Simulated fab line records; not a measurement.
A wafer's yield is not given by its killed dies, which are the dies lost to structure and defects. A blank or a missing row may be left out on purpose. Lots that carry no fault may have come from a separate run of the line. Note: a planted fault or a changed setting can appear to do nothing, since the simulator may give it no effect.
Which tool is to blame? || flow n5Finfet || 24 wafers from 8 lots sampled at 5 of the route's 1938 steps

== WHAT THE GAUGES READ, wafer by wafer ==
N5_SD_EPI_N_INSPECT_26: inspects for defects (darkfield).
{"lot": "L104", "measured": "day 3 12:44", "on": "defectInspect-02", "rawDefectCount": "275 218 172"}
{"lot": "L111", "measured": "day 5 05:17", "on": "defectInspect-01", "rawDefectCount": "198 236 243"}
{"lot": "L113", "measured": "day 5 23:32", "on": "defectInspect-02", "rawDefectCount": "221 203 609"}
{"lot": "L117", "measured": "day 6 19:59", "on": "defectInspect-01", "rawDefectCount": "198 571 127"}
{"lot": "L122", "measured": "day 8 01:19", "on": "defectInspect-01", "rawDefectCount": "197 135 255"}
{"lot": "L123", "measured": "day 8 07:08", "on": "defectInspect-02", "rawDefectCount": "245 198 226"}
{"lot": "L124", "measured": "day 8 10:54", "on": "defectInspect-01", "rawDefectCount": "162 165 188"}
{"lot": "L126", "measured": "day 8 22:59", "on": "defectInspect-01", "rawDefectCount": "214 170 175"}

== WHICH TOOL RAN EACH LOT (tool, then ch and the chambers of the sampled wafers, then the start) ==
{"lot": "L104", "N5_DUMMY_GATE_STRIP_40": "rieDiel-04 ch 0,1,2, day 3 06:02", "N5_DUMMY_GATE_ETCH_32": "rieSi-02 ch 1,2,3, day 3 06:23", "N5_DUMMY_GATE_ETCH_23": "rieSi-02 ch 1,2,3, day 3 06:25", "N5_DUMMY_GATE_ETCH_44": "rieSi-02 ch 1,2,3, day 3 06:28"}
{"lot": "L111", "N5_DUMMY_GATE_STRIP_40": "rieDiel-05 ch 0,3, day 4 22:23", "N5_DUMMY_GATE_ETCH_32": "rieSi-02 ch 0,1, day 4 22:44", "N5_DUMMY_GATE_ETCH_23": "rieSi-02 ch 0,1, day 4 22:46", "N5_DUMMY_GATE_ETCH_44": "rieSi-02 ch 0,1, day 4 22:49"}
{"lot": "L113", "N5_DUMMY_GATE_STRIP_40": "rieDiel-01 ch 0,1, day 5 16:13", "N5_DUMMY_GATE_ETCH_32": "rieSi-02 ch 0,1,2, day 5 16:34", "N5_DUMMY_GATE_ETCH_23": "rieSi-02 ch 0,1,2, day 5 16:35", "N5_DUMMY_GATE_ETCH_44": "rieSi-02 ch 0,1,2, day 5 16:39"}
{"lot": "L117", "N5_DUMMY_GATE_STRIP_40": "rieDiel-05 ch 2,3, day 6 12:08", "N5_DUMMY_GATE_ETCH_32": "rieSi-02 ch 0,1,3, day 6 12:29", "N5_DUMMY_GATE_ETCH_23": "rieSi-02 ch 0,1,3, day 6 12:31", "N5_DUMMY_GATE_ETCH_44": "rieSi-02 ch 0,1,3, day 6 12:35"}
{"lot": "L122", "N5_DUMMY_GATE_STRIP_40": "rieDiel-05 ch 0,2, day 7 17:29", "N5_DUMMY_GATE_ETCH_32": "rieSi-06 ch 0,1,3, day 7 17:49", "N5_DUMMY_GATE_ETCH_23": "rieSi-06 ch 0,1,3, day 7 17:52", "N5_DUMMY_GATE_ETCH_44": "rieSi-06 ch 0,1,3, day 7 17:55"}
{"lot": "L123", "N5_DUMMY_GATE_STRIP_40": "rieDiel-05 ch 0,1,2, day 8 00:16", "N5_DUMMY_GATE_ETCH_32": "rieSi-06 ch 2,3, day 8 00:37", "N5_DUMMY_GATE_ETCH_23": "rieSi-06 ch 2,3, day 8 00:39", "N5_DUMMY_GATE_ETCH_44": "rieSi-06 ch 2,3, day 8 00:42"}
{"lot": "L124", "N5_DUMMY_GATE_STRIP_40": "rieDiel-05 ch 1,2, day 8 04:19", "N5_DUMMY_GATE_ETCH_32": "rieSi-04 ch 0,2,3, day 8 04:41", "N5_DUMMY_GATE_ETCH_23": "rieSi-04 ch 0,2,3, day 8 04:44", "N5_DUMMY_GATE_ETCH_44": "rieSi-04 ch 0,2,3, day 8 04:47"}
{"lot": "L126", "N5_DUMMY_GATE_STRIP_40": "rieDiel-01 ch 1,2, day 8 15:30", "N5_DUMMY_GATE_ETCH_32": "rieSi-04 ch 1,2, day 8 15:50", "N5_DUMMY_GATE_ETCH_23": "rieSi-04 ch 1,2, day 8 15:52", "N5_DUMMY_GATE_ETCH_44": "rieSi-04 ch 1,2, day 8 15:56"}
- N5_DUMMY_GATE_STRIP_40: strips in CF4.
- N5_DUMMY_GATE_ETCH_32: etches SiO2 in CF4, target depth 3.5 nm, time 3.9 s.
- N5_DUMMY_GATE_ETCH_23: etches poly-Si in HBr/Cl2/O2, target depth 41 nm, time 22.3 s.
- N5_DUMMY_GATE_ETCH_44: etches poly-Si in HBr/O2, stops on SiO2, target depth 127.5 nm.

== THE ANSWER, worked out from the rows above alone ==
Rule: usual is defined by the lots themselves. The widest of any qualifying gaps counts: lots, ordered by their means at a reading, are off when they make up no more than a third of the lots, leave a main group of 4 or more, and stand apart from it by 3 or more times the standard deviation of that group's means. Not used: any main group whose means are identical at the precision the tables above print for the reading. A lot without any number at a reading at which 4 lots or more have one is off too. All remaining lots with rows at the step are treated as sound.
Off: L113, L117 (N5_SD_EPI_N_INSPECT_26, rawDefectCount). Mean 204 and standard deviation 21 in the main group.
If a tool, at a process step before that reading, ran all the lots that are off and no sound lot after the first of them, it fits. Those tools and the gauges at N5_SD_EPI_N_INSPECT_26 are tried in the same way. One fits: rieSi-02 at N5_DUMMY_GATE_ETCH_32 and N5_DUMMY_GATE_ETCH_23 and N5_DUMMY_GATE_ETCH_44. At N5_DUMMY_GATE_ETCH_32 its last sound lot is L111 (day 4 22:44), its first lot that is off L113 (day 5 16:34): a fault that began between those two fits.

== WHAT THE SIMULATOR PUT IN ==
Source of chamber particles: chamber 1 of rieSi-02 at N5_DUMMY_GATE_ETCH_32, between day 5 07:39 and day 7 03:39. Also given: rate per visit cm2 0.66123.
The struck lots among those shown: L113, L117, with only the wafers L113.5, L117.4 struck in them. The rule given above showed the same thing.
